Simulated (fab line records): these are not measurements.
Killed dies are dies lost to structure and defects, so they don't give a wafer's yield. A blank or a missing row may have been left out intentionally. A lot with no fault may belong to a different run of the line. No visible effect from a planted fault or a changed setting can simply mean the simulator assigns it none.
A struck lot beside a sound one / flow n5 finfet / 38 steps out of a route of 1938
Sound: these wafers, L988.1, L988.3, L988.6. Struck: wafer L992.3. (L992.1, L992.5 of the same lot were not struck and are left out.) The cause comes at the end.
Each step with rows lists, per side, the tool, then ch with its chambers, then its first start. Under that, the readings that differ: sound wafers / struck wafers / difference of the means / sigmas: that difference in standard deviations of wafers without a fault.
alike: readings with means less than 2 such deviations apart, plus words and numbers identical on both sides. not compared: withheld readings, readings lacking a value on some wafer, bounds such as >300 that could conceal the same value, and numbers that have no deviation in the record and whose values overlap.
The two part at a step that has a row with sigmas, a row that says differs or no value, or rows on one side only. Numbers that don't overlap but have no deviation are shown without sigmas and don't part them. Lack of a reading on every wafer of one side parts them only where that side has two or more wafers.

first, 9 steps without rows for these wafers: N5_MOL_CONTACT_COAG_PRE_CLEAN_142 (time 60 s); N5_MOL_CONTACT_COAG_SPUTTER_130 (material Co, target thk 47.5 nm); N5_MOL_CONTACT_COAG_PRECLEAN_125 (cleans in DIW, time 57.5 s); N5_MOL_CONTACT_COAG_SRD_126 (dry time 32 s); N5_MOL_CONTACT_COAG_CMP_23 (polishes, stops on SiO2, t overpolish 1.5 s, target thk 0 nm); N5_MOL_CONTACT_COAG_WET_ETCH_26 (target Co, target depth 13 nm); N5_MOL_CONTACT_COAG_WET_ETCH_116 (etches the open film in SC1-inhibited, target depth 4.6 nm, rinse time 30 s); N5_MOL_CONTACT_COAG_ALD_27 (deposits SiOC, target thk 17 nm, pulse time 1.5 s, time 2720 s); N5_MOL_CONTACT_COAG_CMP_28 (polishes, stops on SiNx, t overpolish 0.85 s, target thk 14.522 nm).
N5_MOL_CONTACT_COAG_ALD_123: deposits SiNx, target thk 5 nm, pulse time 1 s, purge time 2 s.
  sound on ald sin-01 ch 1,2,3, day 9 01:19; struck on ald sin-01 ch 1, day 9 19:29
reading=ald cycles; sound=100 100 100; struck=53; difference=-47; sigmas=
reading=chamber pressure Torr (Torr); sound=2.005 1.997 1.999; struck=1.992; difference=-0.008; sigmas=-2
reading=model.SiNx_of_MOL_CONTACT_COAG_ALD_123.thk nm (nm); sound=5 5 5; struck=2.6; difference=-2.4; sigmas=
  alike: heater power w, precursor pulse height rel
  not compared: since wet clean h
then, 26 steps without rows for these wafers: N5_MOL_CONTACT_COAG_PECVD_31 (deposits SiO2 from TEOS/O2, target thk 46 nm, time 8.9 s); N5_MOL_CONTACT_COAG_COAT_75 (time 60 s, resist thk 60 nm); N5_MOL_CONTACT_COAG_COAT_76 (time 60 s, resist thk 10 nm); N5_MOL_CONTACT_COAG_COAT_77 (time 60 s, resist thk 10 nm); N5_MOL_CONTACT_COAG_COAT_78 (resist thk 40 nm); N5_MOL_CONTACT_COAG_EBR_80; N5_MOL_CONTACT_COAG_SOFTBAKE_79 (time 60 s); N5_MOL_CONTACT_COAG_EXPOSE_81 (exposes mask VG, defocus 0 nm); N5_MOL_CONTACT_COAG_PEB_82 (peb time 60 s); N5_MOL_CONTACT_COAG_DEVELOP_83 (develop time 30 s); N5_MOL_CONTACT_COAG_DESCUM_88 (chemistry O2, time 7 s); N5_MOL_CONTACT_COAG_ETCH_89 (etches underlayer in N2/H2, target depth 13 nm, time 10.4 s); N5_MOL_CONTACT_COAG_ETCH_90 (etches SiARC in CF4, target depth 13 nm, time 21.7 s); N5_MOL_CONTACT_COAG_ALD_131 (deposits SiO2, target thk 5 nm, pulse time 1 s, co reactant pulse time 1 s); N5_MOL_CONTACT_COAG_ETCHBACK_132 (etches SiO2 in CHF3, target depth 10 nm, time 6.7 s); N5_MOL_CONTACT_COAG_ETCH_91 (etches SOC in N2/H2, target depth 60 nm, overetch 21 nm, time 101.2 s); N5_MOL_CONTACT_COAG_STRIP_92 (strips in N2/H2); N5_MOL_CONTACT_COAG_STRIP_93 (strips in N2/H2); N5_MOL_CONTACT_COAG_ETCHBACK_135 (etches SiO2 in CHF3, target depth 25 nm, time 16.7 s); N5_MOL_CONTACT_COAG_STRIP_118 (strips in CHF3); N5_MOL_CONTACT_COAG_VIA_ETCH_46 (etches SiO2 in C4F6/O2, target depth 46 nm, overetch 9.2 nm, time 40 s); N5_MOL_CONTACT_COAG_STRIP_96 (strips in N2/H2); N5_MOL_CONTACT_COAG_ETCH_47 (etches SiNx in CH3F/O2, stops on W, target depth 27 nm); N5_MOL_CONTACT_COAG_STRIP_119 (strips in N2/H2, time 30 s); N5_MOL_CONTACT_COAG_PRECLEAN_144 (cleans in alkaline clean, time 60 s); N5_MOL_CONTACT_COAG_SRD_145 (time 30 s).
N5_MOL_CONTACT_COAG_ETCH_124: etches SiNx in CH3F/O2, stops on SiOC, target depth 6.5 nm.
  sound on rie diel-05 ch 1,2,3, day 9 04:35; struck on rie diel-02 ch 1, day 9 22:19
reading=oes product au (a.u.); sound=0.76 0.59 0.73; struck=0.53; difference=-0.16; sigmas=-2
reading=model.etch.depth nm (nm); sound=5.034 5.005 5.01; struck=2.627; difference=-2.389; sigmas=
  alike: drypump motor current A, oes_f_703_au, rf vpp V, showerhead plenum p Torr, throttle valve pct
  not compared: rf hours counter h
-- a jump in the record: the struck wafers' starts before and after are 3 days apart (it breaks off in module MOL_CONTACT_COAG and resumes in module BEOL_M4, where the first step shown is number 1111 of the route) --
N5_BEOL_M4_RC_MEAS_101:
  sound on prober-02 ch 0, day 12 11:05; struck on prober-01 ch 0, day 12 12:43
  alike: DIBL_N, DIBL_P, IOFF_N, IOFF_P, ION_N, ION_P, SS_N, SS_P, VT_N, VT_P

## WHERE THEY PART
Earliest at N5_MOL_CONTACT_COAG_ALD_123; latest, in this record, at N5_MOL_CONTACT_COAG_ETCH_124. Later steps at which nothing parts them and some readings are alike: N5_BEOL_M4_RC_MEAS_101.

WHY: what had been put in by the simulator
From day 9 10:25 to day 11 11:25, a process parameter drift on ald sin-01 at N5_MOL_CONTACT_COAG_ALD_123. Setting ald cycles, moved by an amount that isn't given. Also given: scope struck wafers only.
